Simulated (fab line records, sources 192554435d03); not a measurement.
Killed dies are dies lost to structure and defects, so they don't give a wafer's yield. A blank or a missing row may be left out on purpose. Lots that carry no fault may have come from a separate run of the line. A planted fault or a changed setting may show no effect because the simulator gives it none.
What tool caused it? | flow n5-finfet | at 1 step of a route of 1938, 24 lots with 72 wafers sampled

WHAT EACH GAUGE READ, for each wafer
N5_BEOL_M13_CD_MEAS_28: target cd 209.5 nm. Usual: cd-nm reads 209.7 nm (standard deviation 0.92).
lot  | measured     | on        | cd-nm (nm)        | flag
L074 | day 11 02:56 | cd-sem-03 | 210.5 210.1 210.6 |
L075 | day 11 05:25 | cd-sem-02 | 209.3 210.0 211.1 |
L077 | day 11 20:27 | cd-sem-02 | 209.9 209.0 209.7 |
L076 | day 11 20:58 | cd-sem-01 | 209.0 210.3 210.3 |
L078 | day 12 00:49 | cd-sem-01 | 208.4 209.2 208.6 |
L079 | day 12 02:35 | cd-sem-03 | 207.3 208.2 208.1 |
L080 | day 12 13:12 | cd-sem-02 | 210.1 210.7 210.1 |
L081 | day 12 15:08 | cd-sem-02 | 209.2 209.9 209.0 |
L083 | day 12 18:31 | cd-sem-02 | 207.8 208.9 209.0 |
L082 | day 12 19:08 | cd-sem-03 | 208.2 208.5 209.2 |
L084 | day 13 13:07 | cd-sem-02 | 210.1 209.7 210.2 |
L085 | day 13 20:07 | cd-sem-03 | 210.3 211.5 209.7 |
L086 | day 13 22:14 | cd-sem-02 | 209.2 210.2 209.6 |
L087 | day 14 02:30 | cd-sem-03 | 209.5 209.9 208.1 |
L089 | day 14 14:10 | cd-sem-03 | 210.3 210.4 210.1 |
L090 | day 14 15:55 | cd-sem-02 | 209.7 209.6 210.0 |
L088 | day 14 23:52 | cd-sem-03 | 210.0 211.4 210.5 |
L093 | day 15 04:56 | cd-sem-01 | 210.0 210.5 209.0 |
L091 | day 15 13:07 | cd-sem-01 | 209.2 209.1 209.3 |
L094 | day 15 20:33 | cd-sem-02 | 211.5 211.3 210.1 |
L092 | day 15 21:08 | cd-sem-02 | 210.0 209.1 210.3 |
L095 | day 15 21:43 | cd-sem-02 | 209.3 209.0 209.1 |
L096 | day 16 15:19 | cd-sem-03 | 211.1 210.7 211.2 |
L097 | day 17 03:47 | cd-sem-01 | 210.9 210.7 209.6 |

TOOL THAT RAN EACH LOT (tool first, then ch and the chambers of the sampled wafers, then the start)
There is no process step in the record ahead of these readings.

WHAT THE TOOLS THEMSELVES READ (means of the sampled wafers that have a number; where no wafer has one, the mark that the record gives instead)
The record holds no such reading with a usual standard deviation.

THE ANSWER, worked out from the rows above alone
Rule: take the mean of a lot's wafers that have a number; if it is more than 3 standard deviations from the usual mean, the lot is off. Also off: a lot with no number at a reading for which 4 or more lots have one. Where the step has rows for the other lots, those lots are counted as sound. After the gauges, taken in route order, come the tools' own readings; for these a lot's mean is taken, as printed above. The first step at which some lot is off is used, and at that step the reading that is off furthest; a lot without a number counts as furthest.
No lot is off at any reading shown: from this, nothing can be told.

WHAT WAS PUT IN BY THE SIMULATOR
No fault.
